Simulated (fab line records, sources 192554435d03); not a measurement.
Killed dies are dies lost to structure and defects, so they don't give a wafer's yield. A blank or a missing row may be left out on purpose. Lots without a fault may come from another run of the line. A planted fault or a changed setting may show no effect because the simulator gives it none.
fab line records | flow n5_finfet
record lots=24 wafers=72 last_day=18
route steps=1938 shown FIN_SAQP@145 FIN_CUT@164 STI_FIN_REVEAL@188 DUMMY_GATE@233
lots that met no fault: from a run of the same line without faults
start_h: hours from the record's first day to the start of the lot's first wafer shown | wait_h: hours since the lot's step before | " the same as in the row above | L1.1+2: a row that stands for several wafers | - no value, or no start given | * or withheld: withheld | < > ~ a bound
route shown NAME@n: a module of which the file shows steps, and the number in the route of the first | usual: mean/standard deviation of fault-free wafers | same: alike in all rows | chamber/n: place in a boat | sites: the reading at each site | _std_site: their standard deviation | _edge_site: outer sites' mean less inner sites' | radius_mm: how far each site lies from the wafer's centre | mask NAME#n: copy n | behind: the tool/chamber that last shaped the wafer | hold: why the lot was held/for how many hours/how that ended | device: the transistor (n, p or np) that didn't switch | end of line: the same wafers' tests at the end of the route | a step without rows: its recipe alone | killed: dies lost to structure and defects at the first sort, not the wafer's yield | map: a wafer's dies, x killed, . not, _ none there
set.NAME: the setting as run; set.NAME@STEP: as run at that earlier step | model.NAME: the simulator's own value behind a step, which no gauge read
steps of the route over a sample of lots; a table a step, a row a wafer
services: from which hour (start_h, from the record's first day; less than 0 if before it) a tool's chamber was out of use, for how many hours, and why
## steps
# step N5_FIN_SAQP_HM_CD_35
# recipe target_cd_nm=8 polarity=line
# usual cd_nm=8.16/0.24
# columns lot.wafer tool chamber start_h wait_h cd_nm
L074.2 cd_sem-01 - 26.06 0.1 8.51
L074.3 " - " " 7.81
L074.6 " - " " 8.07
L075.2 cd_sem-02 - 32.05 0.1 8.20
L075.4 " - " " 8.00
L075.5 " - " " 7.85
L076.1 cd_sem-03 - 39.09 0.1 8.12
L076.4 " - " " 8.19
L076.5 " - " " 8.27
L077.3 cd_sem-02 - 45.84 0.1 8.04
L077.5 " - " " 8.32
L077.6 " - " " 8.27
L078.1 cd_sem-03 - 50.52 0.1 8.34
L078.2 " - " " 8.20
L078.5 " - " " 8.00
L079.2 cd_sem-01 - 58.50 0.1 8.05
L079.3 " - " " 7.67
L079.6 " - " " 7.74
L080.2 cd_sem-02 - 63.53 0.1 8.03
L080.3 " - " " 8.01
L080.5 " - " " 7.86
L081.1 cd_sem-02 - 69.00 0.1 8.62
L081.3 " - " " 8.28
L081.6 " - " " 8.42
L082.3 cd_sem-02 - 74.96 0.1 8.33
L082.5 " - " " 7.98
L082.6 " - " " 8.27
L083.1 cd_sem-02 - 79.71 0.1 8.47
L083.2 " - " " 8.62
L083.6 " - " " 8.50
L084.1 cd_sem-02 - 86.12 0.1 8.43
L084.4 " - " " 7.86
L084.5 " - " " 8.31
L085.1 cd_sem-01 - 92.24 0.1 8.24
L085.3 " - " " 8.09
L085.6 " - " " 8.52
L086.3 cd_sem-03 - 100.27 0.1 7.99
L086.4 " - " " 8.16
L086.5 " - " " 8.14
L087.2 cd_sem-02 - 108.77 0.1 8.59
L087.3 " - " " 8.06
L087.5 " - " " 8.07
L088.3 cd_sem-03 - 110.87 0.1 8.46
L088.5 " - " " 8.34
L088.6 " - " " 8.44
L089.1 cd_sem-02 - 116.33 0.1 7.57
L089.2 " - " " 8.32
L089.3 " - " " 8.27
L090.2 cd_sem-01 - 123.46 0.1 7.65
L090.3 " - " " 8.49
L090.4 " - " " 7.88
L091.1 cd_sem-02 - 127.62 0.1 7.69
L091.2 " - " " 8.08
L091.4 " - " " 7.79
L092.1 cd_sem-02 - 133.51 0.1 7.75
L092.2 " - " " 8.34
L092.3 " - " " 7.71
L093.1 cd_sem-02 - 139.17 0.1 8.47
L093.3 " - " " 8.00
L093.5 " - " " 8.40
L094.1 cd_sem-01 - 146.94 0.1 8.58
L094.4 " - " " 8.08
L094.5 " - " " 7.95
L095.2 cd_sem-02 - 152.64 0.1 8.34
L095.3 " - " " 8.26
L095.6 " - " " 8.26
L096.1 cd_sem-01 - 158.13 0.1 7.87
L096.3 " - " " 8.40
L096.4 " - " " 8.73
L097.3 cd_sem-03 - 163.88 0.1 7.92
L097.5 " - " " 7.91
L097.6 " - " " 8.24
# step N5_FIN_CUT_OVL_MEAS_09
# recipe points_per_wafer=522
# usual FIN_CUT_OVL=0.1/0.64
# columns lot.wafer tool chamber start_h wait_h FIN_CUT_OVL[nm]
L074.2 overlay-01 0 26.84 0.0 0.3
L074.3 " 0 " " -0.1
L074.6 " 0 " " 0.0
L075.2 overlay-01 0 32.71 0.0 0.5
L075.4 " 0 " " -0.4
L075.5 " 0 " " 0.4
L076.1 overlay-01 0 39.87 0.0 -0.1
L076.4 " 0 " " 0.2
L076.5 " 0 " " 0.0
L077.3 overlay-02 0 46.63 0.0 1.0
L077.5 " 0 " " -0.3
L077.6 " 0 " " -0.3
L078.1 overlay-02 0 51.17 0.0 0.4
L078.2 " 0 " " 0.3
L078.5 " 0 " " 0.2
L079.2 overlay-01 0 59.28 0.0 0.6
L079.3 " 0 " " -0.2
L079.6 " 0 " " 0.4
L080.2 overlay-02 0 64.19 0.0 -1.0
L080.3 " 0 " " -0.1
L080.5 " 0 " " -0.1
L081.1 overlay-01 0 69.81 0.0 -0.2
L081.3 " 0 " " 0.1
L081.6 " 0 " " 1.2
L082.3 overlay-02 0 75.74 0.0 0.1
L082.5 " 0 " " 0.7
L082.6 " 0 " " 0.6
L083.1 overlay-01 0 80.50 0.0 1.1
L083.2 " 0 " " 0.5
L083.6 " 0 " " -0.3
L084.1 overlay-02 0 86.77 0.0 0.0
L084.4 " 0 " " 0.6
L084.5 " 0 " " -0.1
L085.1 overlay-02 0 92.89 0.0 -0.5
L085.3 " 0 " " -0.5
L085.6 " 0 " " -0.4
L086.3 overlay-02 0 100.93 0.0 0.8
L086.4 " 0 " " 0.3
L086.5 " 0 " " 1.3
L087.2 overlay-01 0 109.55 0.0 -0.7
L087.3 " 0 " " -0.9
L087.5 " 0 " " -1.2
L088.3 overlay-01 0 111.53 0.0 -0.3
L088.5 " 0 " " -1.6
L088.6 " 0 " " -0.1
L089.1 overlay-02 0 117.11 0.0 -0.4
L089.2 " 0 " " -0.5
L089.3 " 0 " " -0.7
L090.2 overlay-01 0 124.24 0.0 1.1
L090.3 " 0 " " -0.4
L090.4 " 0 " " -0.1
L091.1 overlay-02 0 128.27 0.0 -1.1
L091.2 " 0 " " -0.4
L091.4 " 0 " " 0.2
L092.1 overlay-02 0 134.17 0.0 0.4
L092.2 " 0 " " 0.9
L092.3 " 0 " " 0.5
L093.1 overlay-02 0 139.96 0.0 1.0
L093.3 " 0 " " 0.6
L093.5 " 0 " " 0.0
L094.1 overlay-01 0 147.60 0.0 0.3
L094.4 " 0 " " -0.5
L094.5 " 0 " " 0.3
L095.2 overlay-01 0 153.42 0.0 -0.3
L095.3 " 0 " " 1.6
L095.6 " 0 " " 0.1
L096.1 overlay-02 0 158.78 0.0 -0.8
L096.3 " 0 " " -0.9
L096.4 " 0 " " 0.0
L097.3 overlay-02 0 164.66 0.0 0.9
L097.5 " 0 " " 1.1
L097.6 " 0 " " 0.7
# step N5_FIN_CUT_STRIP_24
# recipe chemistry=CF4 resist=SiARC power_w=300 bias_power_w=75 pressure_mtorr=50 cf4_flow_sccm=150 rf_frequency_hz=6e+07
# usual drypump_motor_current_A=5.39/0.27 oes_product_au=0.73/0.052 rf_vpp_V=271.7/1.1 showerhead_plenum_p_Torr=1.82/0.043 throttle_valve_pct=13.64/0.21
# columns lot.wafer tool chamber start_h wait_h drypump_motor_current_A oes_product_au rf_hours_counter_h rf_vpp_V showerhead_plenum_p_Torr throttle_valve_pct
L074.2 rie_diel-05 3 27.34 0.0 5.30 0.77 110 272.1 1.79 13.47
L074.3 " 2 " " 5.69 0.71 209 271.6 1.84 13.57
L074.6 " 1 " " 5.47 0.69 - 270.4 1.77 13.57
L075.2 rie_diel-05 2 33.27 0.0 5.70 0.71 211 272.7 1.84 13.59
L075.4 " 1 " " 5.45 0.69 236 270.7 1.77 13.56
L075.5 " 0 " " 4.98 0.71 - 272.2 1.85 13.93
L076.1 rie_diel-05 3 40.38 0.0 5.30 0.76 114 271.0 1.79 13.47
L076.4 " 0 " " 5.00 0.70 210 271.7 1.85 13.92
L076.5 " 1 " " 5.45 0.69 - 271.5 1.76 13.56
L077.3 rie_diel-05 3 47.13 0.0 5.29 0.76 117 271.1 1.79 13.50
L077.5 " 1 " " 5.45 0.69 - 270.1 1.76 13.58
L077.6 " 2 " " 5.68 0.71 - 271.4 1.84 13.60
L078.1 rie_diel-06 2 51.79 0.0 5.91 0.76 159 269.5 1.80 13.89
L078.2 " 3 " " 5.31 0.75 122 272.7 1.81 13.67
L078.5 " 0 " " 5.07 0.77 - 273.4 1.86 13.39
L079.2 rie_diel-05 0 59.80 0.0 5.03 0.70 217 273.0 1.85 13.93
L079.3 " 3 " " 5.31 0.76 121 270.9 1.78 13.51
L079.6 " 2 " " 5.67 0.70 - 273.0 1.83 13.60
L080.2 rie_diel-05 3 64.69 0.0 5.31 0.76 123 272.2 1.78 13.50
L080.3 " 0 " " 4.99 0.70 218 272.5 1.85 13.96
L080.5 " 2 " " 5.66 0.70 - 272.8 1.83 13.61
L081.1 rie_diel-03 0 70.32 0.0 5.94 0.74 156 272.1 1.78 13.32
L081.3 " 2 " " 5.25 0.70 193 270.4 1.78 13.73
L081.6 " 3 " " 5.14 0.70 - 272.1 1.85 13.90
L082.3 rie_diel-03 2 76.38 0.0 5.25 0.70 196 270.6 1.78 13.73
L082.5 " 0 " " 5.94 0.74 - 270.5 1.78 13.32
L082.6 " 1 " " 5.28 0.86 - 273.8 1.92 13.43
L083.1 rie_diel-03 0 81.01 0.0 5.93 0.74 160 270.9 1.78 13.33
L083.2 " 2 " " 5.29 0.70 197 271.1 1.78 13.74
L083.6 " 2 " " 5.26 0.71 - 271.3 1.78 13.74
L084.1 rie_diel-05 0 87.28 0.0 5.03 0.70 226 274.5 1.84 13.96
L084.4 " 2 " " 5.69 0.70 - 271.9 1.83 13.62
L084.5 " 3 " " 5.30 0.75 - 270.3 1.78 13.50
L085.1 rie_diel-05 3 93.61 0.0 5.31 0.75 134 270.2 1.78 13.53
L085.3 " 3 " " 5.30 0.75 - 271.7 1.78 13.53
L085.6 " 2 " " 5.68 0.69 - 271.7 1.83 13.64
L086.3 rie_diel-06 2 101.68 0.0 5.90 0.74 174 270.2 1.80 13.94
L086.4 " 0 " " 5.09 0.74 124 272.5 1.86 13.42
L086.5 " 2 " " 5.90 0.75 - 270.2 1.80 13.91
L087.2 rie_diel-03 1 110.05 0.0 5.28 0.84 36 273.0 1.91 13.46
L087.3 " 2 " " 5.24 0.70 207 270.7 1.78 13.75
L087.5 " 1 " " 5.28 0.84 - 272.0 1.91 13.47
L088.3 rie_diel-06 1 112.03 0.0 5.44 0.69 228 272.7 1.84 13.82
L088.5 " 0 " " 5.09 0.75 - 273.5 1.86 13.43
L088.6 " 3 " " 5.34 0.74 - 271.2 1.81 13.73
L089.1 rie_diel-03 2 117.62 0.0 5.24 0.70 210 270.4 1.78 13.77
L089.2 " 3 " " 5.16 0.69 225 273.0 1.84 13.90
L089.3 " 1 " " 5.29 0.84 38 273.5 1.91 13.46
L090.2 rie_diel-06 1 124.74 0.0 5.40 0.68 231 270.7 1.84 13.83
L090.3 " 0 " " 5.10 0.74 131 273.2 1.86 13.44
L090.4 " 0 " " 5.09 0.74 - 272.4 1.86 13.43
L091.1 rie_diel-06 3 128.78 0.0 5.33 0.73 146 271.4 1.80 13.74
L091.2 " 0 " " 5.08 0.74 133 272.9 1.86 13.44
L091.4 " 0 " " 5.06 0.74 - 271.1 1.86 13.44
L092.1 rie_diel-03 3 134.70 0.0 5.13 0.69 229 271.1 1.84 13.92
L092.2 " 0 " " 5.93 0.73 177 271.0 1.77 13.36
L092.3 " 1 " " 5.27 0.83 43 273.0 1.91 13.47
L093.1 rie_diel-05 3 140.47 0.0 5.34 0.74 145 271.6 1.78 13.54
L093.3 " 2 " " 5.68 0.68 246 271.9 1.83 13.66
L093.5 " 2 " " 5.70 0.69 - 271.6 1.83 13.66
L094.1 rie_diel-06 1 148.11 0.0 5.41 0.68 242 271.6 1.84 13.85
L094.4 " 2 " " 5.89 0.74 180 272.1 1.80 13.93
L094.5 " 1 " " 5.43 0.68 - 269.5 1.84 13.86
L095.2 rie_diel-03 1 153.93 0.0 5.30 0.81 51 274.6 1.91 13.49
L095.3 " 0 " " 5.93 0.72 184 269.8 1.77 13.37
L095.6 " 0 " " 5.94 0.72 - 272.1 1.77 13.38
L096.1 rie_diel-03 1 159.44 0.0 5.27 0.82 52 274.0 1.91 13.48
L096.3 " 0 " " 5.94 0.72 185 271.0 1.77 13.39
L096.4 " 3 " " 5.15 0.68 237 270.3 1.84 13.94
L097.3 rie_diel-05 1 165.16 0.0 5.44 0.92 18 270.4 1.76 13.09
L097.5 " 3 " " 5.31 0.73 - 271.0 1.77 13.56
L097.6 " 0 " " 5.02 0.68 - 271.7 1.84 14.00
# step N5_STI_FIN_REVEAL_THK_MEAS_05
# usual thk_nm=131.9/1
# columns lot.wafer tool chamber start_h wait_h thk_nm
L074.2 film_metro-02 - 33.26 - 131.2
L074.3 " - " " 132.5
L074.6 " - " " 131.8
L075.2 film_metro-02 - 40.08 - 130.5
L075.4 " - " " 132.1
L075.5 " - " " 128.9
L076.1 film_metro-02 - 47.03 - 133.1
L076.4 " - " " 130.2
L076.5 " - " " 131.6
L077.3 film_metro-02 - 53.82 - 134.3
L077.5 " - " " 131.8
L077.6 " - " " 132.1
L078.1 film_metro-01 - 57.75 - 131.8
L078.2 " - " " 134.0
L078.5 " - " " 132.9
L079.2 film_metro-01 - 65.81 - 132.5
L079.3 " - " " 132.1
L079.6 " - " " 130.2
L080.2 film_metro-01 - 70.67 - 133.2
L080.3 " - " " 131.9
L080.5 " - " " 132.2
L081.1 film_metro-02 - 76.23 - 132.7
L081.3 " - " " 132.2
L081.6 " - " " 133.7
L082.3 film_metro-01 - 82.30 - 130.4
L082.5 " - " " 132.5
L082.6 " - " " 131.4
L083.1 film_metro-01 - 86.94 - 132.2
L083.2 " - " " 132.2
L083.6 " - " " 132.5
L084.1 film_metro-02 - 94.56 - 130.9
L084.4 " - " " 131.5
L084.5 " - " " 131.4
L085.1 film_metro-01 - 100.04 - 132.6
L085.3 " - " " 132.6
L085.6 " - " " 132.3
L086.3 film_metro-01 - 108.18 - 131.1
L086.4 " - " " 132.6
L086.5 " - " " 131.8
L087.2 film_metro-02 - 115.97 - 132.0
L087.3 " - " " 131.8
L087.5 " - " " 130.9
L088.3 film_metro-01 - 119.32 - 132.7
L088.5 " - " " 132.0
L088.6 " - " " 131.4
L089.1 film_metro-01 - 125.15 - 130.7
L089.2 " - " " 133.4
L089.3 " - " " 131.1
L090.2 film_metro-02 - 130.70 - 131.7
L090.3 " - " " 131.2
L090.4 " - " " 132.7
L091.1 film_metro-01 - 135.47 - 131.0
L091.2 " - " " 133.2
L091.4 " - " " 132.5
L092.1 film_metro-02 - 140.73 - 130.7
L092.2 " - " " 131.1
L092.3 " - " " 131.8
L093.1 film_metro-01 - 146.41 - 130.4
L093.3 " - " " 132.3
L093.5 " - " " 130.3
L094.1 film_metro-01 - 154.28 - 129.7
L094.4 " - " " 130.0
L094.5 " - " " 130.9
L095.2 film_metro-02 - 160.58 - 132.4
L095.3 " - " " 131.9
L095.6 " - " " 133.3
L096.1 film_metro-01 - 165.63 - 130.7
L096.3 " - " " 133.6
L096.4 " - " " 131.6
L097.3 film_metro-02 - 171.15 - 132.0
L097.5 " - " " 130.6
L097.6 " - " " 130.2
# step N5_DUMMY_GATE_INSPECT_17
# recipe mode=adi inspect_instrument=brightfield
# usual raw_defect_count=206/53
# columns lot.wafer tool chamber start_h wait_h raw_defect_count
L074.2 defect_inspect-01 - 45.12 0.0 242
L074.3 " - " " 342
L074.6 " - " " 273
L075.2 defect_inspect-01 - 53.08 0.0 124
L075.4 " - " " 143
L075.5 " - " " 141
L076.1 defect_inspect-01 - 60.45 0.1 166
L076.4 " - " " 196
L076.5 " - " " 170
L077.3 defect_inspect-01 - 66.32 0.0 194
L077.5 " - " " 313
L077.6 " - " " 193
L078.1 defect_inspect-02 - 74.36 0.1 168
L078.2 " - " " 261
L078.5 " - " " 217
L079.2 defect_inspect-01 - 82.57 0.0 196
L079.3 " - " " 220
L079.6 " - " " 177
L080.2 defect_inspect-01 - 83.08 0.0 230
L080.3 " - " " 212
L080.5 " - " " 206
L081.1 defect_inspect-01 - 88.08 0.1 155
L081.3 " - " " 159
L081.6 " - " " 189
L082.3 defect_inspect-02 - 94.23 0.0 173
L082.5 " - " " 228
L082.6 " - " " 195
L083.1 defect_inspect-01 - 98.85 0.1 222
L083.2 " - " " 197
L083.6 " - " " 189
L084.1 defect_inspect-01 - 107.97 0.1 210
L084.4 " - " " 199
L084.5 " - " " 227
L085.1 defect_inspect-02 - 112.44 0.1 161
L085.3 " - " " 149
L085.6 " - " " 212
L086.3 defect_inspect-02 - 120.74 0.0 265
L086.4 " - " " 177
L086.5 " - " " 168
L087.2 defect_inspect-01 - 128.63 0.0 266
L087.3 " - " " 235
L087.5 " - " " 182
L088.3 defect_inspect-02 - 131.49 0.0 229
L088.5 " - " " 188
L088.6 " - " " 126
L089.1 defect_inspect-01 - 137.20 0.1 137
L089.2 " - " " 187
L089.3 " - " " 152
L090.2 defect_inspect-02 - 142.90 0.0 273
L090.3 " - " " 214
L090.4 " - " " 155
L091.1 defect_inspect-01 - 147.80 0.1 138
L091.2 " - " " 137
L091.4 " - " " 160
L092.1 defect_inspect-01 - 152.61 0.1 239
L092.2 " - " " 151
L092.3 " - " " 174
L093.1 defect_inspect-02 - 159.19 0.1 244
L093.3 " - " " 276
L093.5 " - " " 301
L094.1 defect_inspect-02 - 166.17 0.1 194
L094.4 " - " " 341
L094.5 " - " " 330
L095.2 defect_inspect-01 - 174.86 0.0 185
L095.3 " - " " 135
L095.6 " - " " 210
L096.1 defect_inspect-02 - 177.74 0.1 157
L096.3 " - " " 207
L096.4 " - " " 222
L097.3 defect_inspect-01 - 185.07 0.0 186
L097.5 " - " " 151
L097.6 " - " " 182
# step N5_DUMMY_GATE_ETCH_37
# recipe chemistry=N2/H2 target=SOC target_depth_a=600 overetch_a=300 temp_c=40 ion_energy_ev=200 pressure_mtorr=30 source_w=840 bias_w=150 n2_flow_sccm=200 h2_flow_sccm=200
# usual drypump_motor_current_A=5.43/0.29 oes_product_au=0.60/0.06 rf_vpp_V=524.8/1.8 showerhead_plenum_p_Torr=2.59/0.06 throttle_valve_pct=17.9/0.31
# columns lot.wafer tool chamber start_h wait_h drypump_motor_current_A oes_product_au rf_hours_counter_h rf_vpp_V showerhead_plenum_p_Torr throttle_valve_pct
L074.2 rie_diel-03 1 45.30 0.0 5.27 0.71 14 526.8 2.70 17.5
L074.3 " 0 " " 5.93 0.60 148 524.2 2.53 17.4
L074.6 " 2 " " 5.23 0.57 - 524.0 2.53 18.0
L075.2 rie_diel-06 0 53.26 0.0 5.11 0.61 109 526.8 2.69 17.8
L075.4 " 1 " " 5.47 0.56 211 526.1 2.63 17.9
L075.5 " 0 " " 5.09 0.61 - 526.9 2.69 17.8
L076.1 rie_diel-06 3 60.67 0.0 5.32 0.60 125 523.9 2.56 18.0
L076.4 " 0 " " 5.08 0.60 112 527.2 2.69 17.8
L076.5 " 2 " " 5.89 0.61 - 521.7 2.56 18.4
L077.3 rie_diel-06 2 66.49 0.0 5.90 0.60 164 522.6 2.56 18.4
L077.5 " 1 " " 5.44 0.56 - 526.5 2.62 17.9
L077.6 " 2 " " 5.90 0.61 - 523.6 2.56 18.4
L078.1 rie_diel-06 3 74.54 0.0 5.36 0.59 129 523.0 2.56 18.0
L078.2 " 2 " " 5.91 0.60 166 523.5 2.56 18.4
L078.5 " 2 " " 5.91 0.60 - 523.6 2.56 18.4
L079.2 rie_diel-05 3 82.75 0.0 5.34 0.60 129 525.8 2.54 17.9
L079.3 " 2 " " 5.69 0.56 228 525.7 2.62 17.9
L079.6 " 3 " " 5.35 0.60 - 523.3 2.54 17.9
L080.2 rie_diel-06 0 83.26 0.0 5.09 0.60 118 526.8 2.69 17.8
L080.3 " 1 " " 5.42 0.56 219 526.5 2.62 17.9
L080.5 " 1 " " 5.42 0.55 - 526.2 2.62 17.9
L081.1 rie_diel-06 1 88.26 0.0 5.48 0.56 220 525.1 2.62 18.0
L081.3 " 2 " " 5.89 0.59 169 523.6 2.56 18.4
L081.6 " 2 " " 5.89 0.60 - 524.8 2.56 18.4
L082.3 rie_diel-06 1 94.41 0.0 5.45 0.55 223 526.0 2.62 18.0
L082.5 " 1 " " 5.46 0.56 - 524.5 2.62 17.9
L082.6 " 2 " " 5.89 0.61 - 524.4 2.56 18.4
L083.1 rie_diel-03 3 99.02 0.0 5.17 0.55 218 524.6 2.64 18.2
L083.2 " 2 " " 5.27 0.56 204 522.3 2.52 18.0
L083.6 " 0 " " 5.94 0.58 - 524.2 2.53 17.5
L084.1 rie_diel-05 0 108.15 0.0 5.02 0.55 231 523.6 2.64 18.3
L084.4 " 1 " " 5.45 0.77 3 521.7 2.50 17.3
L084.5 " 0 " " 5.02 0.55 - 526.2 2.64 18.3
L085.1 rie_diel-05 1 112.62 0.0 5.45 0.77 3 523.6 2.50 17.3
L085.3 " 2 " " 5.71 0.55 238 527.1 2.61 18.0
L085.6 " 2 " " 5.72 0.55 - 524.9 2.61 18.0
L086.3 rie_diel-05 1 120.92 0.0 5.47 0.76 6 522.1 2.50 17.4
L086.4 " 0 " " 5.02 0.55 233 524.3 2.64 18.3
L086.5 " 2 " " 5.70 0.55 - 524.9 2.61 18.0
L087.2 rie_diel-03 3 128.81 0.0 5.15 0.55 228 525.0 2.63 18.2
L087.3 " 2 " " 5.29 0.55 213 522.6 2.51 18.1
L087.5 " 3 " " 5.16 0.56 - 525.8 2.63 18.2
L088.3 rie_diel-05 0 131.67 0.0 5.03 0.55 235 524.0 2.64 18.3
L088.5 " 1 " " 5.47 0.75 - 523.7 2.50 17.3
L088.6 " 0 " " 5.04 0.54 - 524.8 2.64 18.3
L089.1 rie_diel-03 3 137.38 0.0 5.16 0.55 230 524.6 2.63 18.2
L089.2 " 1 " " 5.29 0.66 44 527.8 2.68 17.5
L089.3 " 2 " " 5.27 0.55 216 522.6 2.51 18.1
L090.2 rie_diel-05 2 143.08 0.0 5.71 0.55 246 524.8 2.61 18.0
L090.3 " 0 " " 4.99 0.55 238 526.0 2.63 18.3
L090.4 " 3 " " 5.35 0.59 145 523.6 2.54 17.9
L091.1 rie_diel-05 2 148.05 0.0 5.71 0.55 248 526.4 2.61 18.0
L091.2 " 1 " " 5.46 0.74 13 522.0 2.49 17.3
L091.4 " 3 " " 5.33 0.59 147 523.5 2.54 17.9
L092.1 rie_diel-06 2 152.79 0.0 5.91 0.60 182 523.4 2.56 18.4
L092.2 " 1 " " 5.45 0.54 244 526.4 2.61 18.0
L092.3 " 3 " " 5.35 0.58 157 524.0 2.55 18.0
L093.1 rie_diel-03 2 160.58 0.0 5.29 0.55 224 523.5 2.51 18.1
L093.3 " 0 " " 5.93 0.57 186 524.3 2.52 17.5
L093.5 " 2 " " 5.25 0.54 - 522.7 2.51 18.1
L094.1 rie_diel-03 3 166.35 0.0 5.16 0.55 239 524.8 2.63 18.2
L094.4 " 1 " " 5.30 0.66 54 527.8 2.68 17.6
L094.5 " 2 " " 5.23 0.55 - 523.4 2.51 18.1
L095.2 rie_diel-05 3 175.04 0.0 5.32 0.58 157 522.9 2.53 18.0
L095.3 " 1 " " 5.48 0.72 22 521.6 2.49 17.4
L095.6 " 1 " " 5.48 0.73 - 523.2 2.49 17.4
L096.1 rie_diel-03 3 177.92 0.0 5.16 0.55 240 526.2 2.63 18.2
L096.3 " 2 " " 5.28 0.54 228 522.6 2.51 18.1
L096.4 " 1 " " 5.28 0.65 57 528.8 2.68 17.6
L097.3 rie_diel-06 0 185.75 0.0 5.07 0.58 152 527.4 2.67 17.9
L097.5 " 0 " " 5.07 0.58 - 525.1 2.67 17.9
L097.6 " 3 " " 5.33 0.57 - 523.2 2.54 18.1
## services
# columns tool chamber start_h hours kind
rie_diel-05 1 77.53 - clean
rie_diel-05 1 77.53 - consumable_replace:focus_ring
rie_diel-05 1 77.53 21.6 scheduled_down
rie_diel-05 1 77.53 21.6 vent_cycle
rie_diel-05 0 91.43 9.1 repair
rie_diel-06 2 118.80 26.8 repair
rie_diel-05 2 156.15 - clean
rie_diel-05 2 156.15 - consumable_replace:focus_ring
rie_diel-06 0 169.70 4.3 repair
rie_diel-06 1 173.98 - clean
rie_diel-06 1 173.98 - consumable_replace:focus_ring
rie_diel-06 1 173.98 20.7 scheduled_down
rie_diel-06 1 173.98 20.7 vent_cycle
rie_diel-05 0 183.06 - clean
rie_diel-05 0 183.06 - consumable_replace:focus_ring
rie_diel-05 0 183.06 30.2 scheduled_down
rie_diel-05 0 183.06 30.2 vent_cycle
rie_diel-05 - 184.13 1.2 repair
## key
fault none
